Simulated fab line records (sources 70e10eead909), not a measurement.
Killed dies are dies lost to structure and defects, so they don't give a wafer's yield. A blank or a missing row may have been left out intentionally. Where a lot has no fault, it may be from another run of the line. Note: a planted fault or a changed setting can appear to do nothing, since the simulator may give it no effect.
Chamber matching || flow nandHarc || 3 sister chambers for NHARC_A_CONTACT_DEP_24 on pecvd-02
The step deposits SiO2, target thk 500 nm. 3 wafers are shown with their chamber, then 7 later ones without.

WAFERS WITH THEIR CHAMBER
{"wafer": "L089.6", "chamber": 0, "throttleValvePct (%)": 15.2}
{"wafer": "L091.1", "chamber": 1, "throttleValvePct (%)": 16.7}
{"wafer": "L091.2", "chamber": 2, "throttleValvePct (%)": 17.4}

WAFERS WHOSE CHAMBER IS MISSING
{"wafer": "L091.3", "throttleValvePct (%)": 15.4}
{"wafer": "L094.2", "throttleValvePct (%)": 16.7}
{"wafer": "L094.3", "throttleValvePct (%)": 15.1}
{"wafer": "L094.5", "throttleValvePct (%)": 15.4}
{"wafer": "L096.2", "throttleValvePct (%)": 17.8}
{"wafer": "L096.4", "throttleValvePct (%)": 15.2}
{"wafer": "L096.5", "throttleValvePct (%)": 16.5}

CHAMBER TAKEN BY EACH
{"wafer": "L091.3", "from the rows above": 0, "in truth": 0}
{"wafer": "L094.2", "from the rows above": 1, "in truth": 1}
{"wafer": "L094.3", "from the rows above": 0, "in truth": 0}
{"wafer": "L094.5", "from the rows above": 0, "in truth": 0}
{"wafer": "L096.2", "from the rows above": 2, "in truth": 2}
{"wafer": "L096.4", "from the rows above": 0, "in truth": 0}
{"wafer": "L096.5", "from the rows above": 1, "in truth": 1}
Placed correctly: 7 of 7. From these rows, 0 cannot be placed. Number placed wrongly: 0.
How it was worked out, from the rows above alone: a wafer's distance from a chamber is the root of the sum, over the readings, of the square of ((its reading less the chamber's mean) divided by the reading's scatter). The wafer belongs to the nearest chamber; if the next one is less than 2 further off, it can't be placed. A chamber's mean is the mean of its shown wafers. The scatter (one wafer shown for each chamber): square how far every hidden wafer sits from the nearest shown wafer, average those squares and take the square root.
